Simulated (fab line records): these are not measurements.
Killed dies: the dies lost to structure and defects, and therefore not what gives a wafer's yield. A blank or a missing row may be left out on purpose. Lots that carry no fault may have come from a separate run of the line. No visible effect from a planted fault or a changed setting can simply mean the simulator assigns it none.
Commonality check across tools    flow nandHarc    Sample size 10 lots and 30 wafers

## THE REASON FOR OPENING IT
Flagged at NHARC_A_M0_CD_MEAS_09: reading cdNm, on 2 of 10 lots. Fault-free wafers read 80.3 nm, with a standard deviation of 0.79.
Rule: a lot is flagged in two cases, either no wafer of it has a number, or all its wafers with numbers fall more than 4 standard deviations from that mean. The rest of the lots are taken to be sound.

lot   measured      on        cdNm (nm), wafer by wafer  flag
L866  day 17 21:00  cdSem-03  79.2 79.1 80.5             
L865  day 17 21:35  cdSem-02  80.2 80.4 81.0             
L867  day 18 06:23  cdSem-01  81.1 79.7 81.0             
L869  day 18 14:54  cdSem-01  81.3 80.1 80.2             
L878  day 20 21:55  cdSem-02  113.1 113.7 114.0          FLAGGED
L877  day 20 22:32  cdSem-03  113.7 112.7 113.6          FLAGGED
L879  day 21 20:31  cdSem-02  81.5 80.2 81.1             
L882  day 22 09:31  cdSem-01  81.1 81.6 81.5             
L886  day 22 23:35  cdSem-01  80.4 81.3 80.9             
L888  day 23 11:18  cdSem-01  83.1 80.2 81.0             
Average over the flagged lots: 113.5 nm; offset from the usual +33.2 nm, equal to +42 standard deviations.

## EACH LOT AND THE TOOL IT RAN ON
3 process steps preceding the reading are held in the record, out of 1159 steps in the route. In each cell: the tool, then ch and the chambers that the sampled wafers went through, then the start.
lot   flag     NHARC_A_CONTACT_ETCH_137            NHARC_A_CONTACT_ETCH_139            NHARC_A_M0_PEB_07
L866           harCapEtch-02 ch 0,1, day 17 04:24  harCapEtch-02 ch 0,1, day 17 04:38  lithoTrack-04 ch 0, day 17 20:55
L865           harCapEtch-01 ch 0,1, day 17 04:34  harCapEtch-01 ch 0,1, day 17 04:49  lithoTrack-01 ch 0, day 17 21:30
L867           harCapEtch-01 ch 0,1, day 17 18:15  harCapEtch-01 ch 0,1, day 17 18:31  lithoTrack-04 ch 0, day 18 06:18
L869           harCapEtch-02 ch 0,1, day 18 06:39  harCapEtch-02 ch 0,1, day 18 06:53  lithoTrack-06 ch 0, day 18 14:49
L878  FLAGGED  harCapEtch-02 ch 0,1, day 20 09:32  harCapEtch-02 ch 0,1, day 20 09:47  lithoTrack-04 ch 0, day 20 21:50
L877  FLAGGED  harCapEtch-02 ch 0,1, day 20 11:34  harCapEtch-02 ch 0,1, day 20 11:50  lithoTrack-04 ch 0, day 20 22:28
L879           harCapEtch-03 ch 0, day 20 23:30    harCapEtch-03 ch 0, day 20 23:46    lithoTrack-06 ch 0, day 21 20:26
L882           harCapEtch-02 ch 0,1, day 21 14:04  harCapEtch-02 ch 0,1, day 21 14:19  lithoTrack-06 ch 0, day 22 09:26
L886           harCapEtch-01 ch 0,1, day 22 14:34  harCapEtch-01 ch 0,1, day 22 14:49  lithoTrack-01 ch 0, day 22 23:30
L888           harCapEtch-02 ch 0,1, day 23 02:58  harCapEtch-02 ch 0,1, day 23 03:13  lithoTrack-06 ch 0, day 23 11:13
These steps, and what they do:
- NHARC_A_CONTACT_ETCH_137: etches the open film in C4F8/O2/Ar, time 132 s, target depth 1287 nm.
- NHARC_A_CONTACT_ETCH_139: etches the open film in C4F8/O2/Ar, time 137 s, target depth 590 nm.
- NHARC_A_M0_PEB_07: peb time 65 s.
- NHARC_A_M0_CD_MEAS_09: target cd 80 nm.

## FLAGGED AGAINST TOTAL, ONE TOOL AT A TIME (gauges that did the reading follow at the end)
step                      tool           lots run  flagged  share of the flagged lots  sound lots run after its first flagged lot
NHARC_A_CONTACT_ETCH_137  harCapEtch-01  3         0        none                       -
NHARC_A_CONTACT_ETCH_137  harCapEtch-02  6         2        all                        2 (L882,L888)
NHARC_A_CONTACT_ETCH_137  harCapEtch-03  1         0        none                       -
NHARC_A_CONTACT_ETCH_139  harCapEtch-01  3         0        none                       -
NHARC_A_CONTACT_ETCH_139  harCapEtch-02  6         2        all                        2 (L882,L888)
NHARC_A_CONTACT_ETCH_139  harCapEtch-03  1         0        none                       -
NHARC_A_M0_PEB_07         lithoTrack-01  2         0        none                       -
NHARC_A_M0_PEB_07         lithoTrack-04  4         2        all                        0
NHARC_A_M0_PEB_07         lithoTrack-06  4         0        none                       -
NHARC_A_M0_CD_MEAS_09     cdSem-01       5         0        none                       -
NHARC_A_M0_CD_MEAS_09     cdSem-02       3         1        some                       1 (L879)
NHARC_A_M0_CD_MEAS_09     cdSem-03       2         1        some                       0

## THE TABLE: WHAT IT ALLOWS
All flagged lots were run by 3 table rows, namely harCapEtch-02 at NHARC_A_CONTACT_ETCH_137, harCapEtch-02 at NHARC_A_CONTACT_ETCH_139, lithoTrack-04 at NHARC_A_M0_PEB_07.
- harCapEtch-02 at NHARC_A_CONTACT_ETCH_137 ran 6 lots, 2 of them flagged. After the first flagged lot (L882, L888), sound lots still ran on it; a lasting fault on the whole tool would not permit that.
- harCapEtch-02 at NHARC_A_CONTACT_ETCH_139 ran 6 lots, 2 of them flagged. After the first flagged lot (L882, L888), sound lots still ran on it; a lasting fault on the whole tool would not permit that.
- lithoTrack-04 at NHARC_A_M0_PEB_07 ran 4 lots, 2 of them flagged. Last sound lot L867 at day 18 06:18, first flagged lot L878 at day 20 21:50; a fault beginning in between fits. Its own readings lie more than 4 standard deviations out on every wafer of the flagged lots: heaterPowerTotalW, plateTempC.
Just one tool remains: lithoTrack-04 at NHARC_A_M0_PEB_07.

## WHAT THE SIMULATOR PUT IN
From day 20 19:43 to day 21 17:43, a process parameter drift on lithoTrack-04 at NHARC_A_M0_PEB_07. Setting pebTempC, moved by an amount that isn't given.
Lots struck among those shown: L878, L877. The same result came from the rule above.
